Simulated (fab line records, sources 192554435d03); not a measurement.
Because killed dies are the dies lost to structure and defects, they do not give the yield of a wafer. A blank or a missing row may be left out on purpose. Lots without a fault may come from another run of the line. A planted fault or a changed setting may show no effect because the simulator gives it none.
Split-lot study + flow n5-finfet + on a route of 1938 steps: 7 lots, 21 wafers read

## THE SPLIT
At N5_MOL_CONTACT_COAG_COAT_64 (time 60 s, resist thk 10 nm), the setting spin-rpm was moved away from the recipe's 1500 rpm on 7 of the 21 wafers read, by -9.9% to +6.3%. For the rest of the wafers, this setting stayed at what the recipe calls for.

## FROM THE SPLIT TO THE READING: what the file shows between them, 6 steps
- N5_MOL_CONTACT_COAG_COAT_34: resist thk 40 nm
- N5_MOL_CONTACT_COAG_EBR_36
- N5_MOL_CONTACT_COAG_DESCUM_45: chemistry O2, time 7 s
- N5_MOL_CONTACT_COAG_ETCH_65: etches underlayer in N2/H2, target depth 13 nm, time 10.4 s
- N5_MOL_CONTACT_COAG_ETCH_66: etches SiARC in CF4, target depth 13 nm, time 21.7 s
- N5_MOL_CONTACT_COAG_ALD_133: deposits SiO2, target thk 5 nm, pulse time 1 s, co reactant pulse time 1 s

## THE READING
CAR-EUV_of_MOL_CONTACT_COAG_COAT_34.thk-nm (the simulator's own value, which no gauge read), in nm, at N5_MOL_CONTACT_COAG_ETCHBACK_134 (etches SiO2 in CHF3, target depth 10 nm, time 6.7 s). There is no usual value for it anywhere in the file. The 14 wafers here that ran the recipe average 15.6 nm, standard deviation 0.1 nm.

| wafer  | tool, chamber at the split | spin-rpm as run, rpm | against the recipe | CAR-EUV_of_MOL_CONTACT_COAG_COAT_34.thk-nm, nm | against lot-mates on the recipe |
|--------|----------------------------|----------------------|--------------------|------------------------------------------------|---------------------------------|
| L076.2 | litho-track-02, 0          | 1500                 | recipe             | 15.6                                           | -                               |
| L076.4 | litho-track-02, 0          | 1500                 | recipe             | 15.6                                           | -                               |
| L076.5 | litho-track-02, 0          | 1500                 | recipe             | 15.6                                           | -                               |
| L083.3 | litho-track-04, 0          | 1500                 | recipe             | 15.6                                           | -                               |
| L083.4 | litho-track-04, 0          | 1500                 | recipe             | 15.4                                           | -                               |
| L083.5 | litho-track-04, 0          | 1500                 | recipe             | 15.4                                           | -                               |
| L085.3 | litho-track-03, 0          | 1500                 | recipe             | 15.6                                           | -                               |
| L085.4 | litho-track-03, 0          | 1389                 | -7.4%              | 15.2                                           | -0.5                            |
| L085.5 | litho-track-03, 0          | 1500                 | recipe             | 15.8                                           | -                               |
| L086.1 | litho-track-03, 0          | 1595                 | +6.3%              | 15.8                                           | +0.4                            |
| L086.5 | litho-track-03, 0          | 1595                 | +6.3%              | 15.8                                           | +0.4                            |
| L086.3 | litho-track-03, 0          | 1500                 | recipe             | 15.4                                           | -                               |
| L088.2 | litho-track-03, 0          | 1550                 | +3.3%              | 15.8                                           | +0.2                            |
| L088.6 | litho-track-03, 0          | 1550                 | +3.3%              | 15.8                                           | +0.2                            |
| L088.3 | litho-track-03, 0          | 1500                 | recipe             | 15.6                                           | -                               |
| L089.1 | litho-track-03, 0          | 1352                 | -9.9%              | 15                                             | -0.6                            |
| L089.4 | litho-track-03, 0          | 1352                 | -9.9%              | 15                                             | -0.6                            |
| L089.3 | litho-track-03, 0          | 1500                 | recipe             | 15.6                                           | -                               |
| L095.2 | litho-track-02, 0          | 1500                 | recipe             | 15.6                                           | -                               |
| L095.3 | litho-track-02, 0          | 1500                 | recipe             | 15.6                                           | -                               |
| L095.5 | litho-track-02, 0          | 1500                 | recipe             | 15.6                                           | -                               |

THE FIT
A straight line over all 21 wafers: CAR-EUV_of_MOL_CONTACT_COAG_COAT_34.thk-nm changes by +0.0522 nm for each +1% of spin-rpm; r = +0.92; the points scatter about the line by 0.097 nm.
The same after taking each lot's own level away (the mean of its wafers on the recipe; 21 wafers): +0.0623 nm for each +1%; r = +0.98; scatter 0.051 nm.
According to that fit, moving spin-rpm by its largest amount changes the reading by 0.62 nm.
Across the lots, their own levels run from 15.40 to 15.70 nm, a range of 2.9 times the standard deviation given above.
In other words, the slope is changed by the lot-to-lot level; the two fits disagree.
Check: -0.623 nm against its lot-mates is what the line predicts for one of the wafers moved furthest among these (-9.9%) when that wafer is left out of the fit. It came out at -0.6 nm against them.

## OTHER SPLITS APPLIED TO THESE WAFERS
These wafers also went through other splits before the reading. Each is held against what the fit with the lots' levels taken away leaves over:
| other split on the same wafers         | wafers away from the commonest value | r with CAR-EUV_of_MOL_CONTACT_COAG_COAT_34.thk-nm (lot level and that fit taken away) |
|----------------------------------------|--------------------------------------|---------------------------------------------------------------------------------------|
| N5_GATE_CUT_ETCH_36 cf4-flow-sccm      | 7                                    | +0.43                                                                                 |
| N5_MOL_CONTACT_COAG_VIA_ETCH_46 bias-w | 7                                    | +0.30                                                                                 |

## THE WHOLE CHAIN: every reading that the file lists as answering this split, in the file's order
| step                             | what it does                                                | reading                                                                                        | change (the file's fit)                | r (the file's) |
|----------------------------------|-------------------------------------------------------------|------------------------------------------------------------------------------------------------|----------------------------------------|----------------|
| N5_MOL_CONTACT_COAG_COAT_64      | time 60 s, resist thk 10 nm                                 | underlayer_of_MOL_CONTACT_COAG_COAT_64.thk-nm (the simulator's own value, which no gauge read) | -0.049 nm for each +1% of the setting  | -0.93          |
| N5_MOL_CONTACT_COAG_ETCH_65      | etches underlayer in N2/H2, target depth 13 nm, time 10.4 s | CAR-EUV_of_MOL_CONTACT_COAG_COAT_34.thk-nm (the simulator's own value, which no gauge read)    | +0.0583 nm for each +1% of the setting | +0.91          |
| N5_MOL_CONTACT_COAG_ETCH_65      | etches underlayer in N2/H2, target depth 13 nm, time 10.4 s | etch.depth-nm (the simulator's own value, which no gauge read)                                 | -0.0505 nm for each +1% of the setting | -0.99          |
| N5_MOL_CONTACT_COAG_ETCH_66      | etches SiARC in CF4, target depth 13 nm, time 21.7 s        | CAR-EUV_of_MOL_CONTACT_COAG_COAT_34.thk-nm (the simulator's own value, which no gauge read)    | +0.0662 nm for each +1% of the setting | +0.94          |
| N5_MOL_CONTACT_COAG_ETCHBACK_134 | etches SiO2 in CHF3, target depth 10 nm, time 6.7 s         | CAR-EUV_of_MOL_CONTACT_COAG_COAT_34.thk-nm (the simulator's own value, which no gauge read)    | +0.063 nm for each +1% of the setting  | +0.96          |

## FILE'S OWN FIT
CAR-EUV_of_MOL_CONTACT_COAG_COAT_34.thk-nm changes by +0.063 nm for each +1% of spin-rpm, r = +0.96.
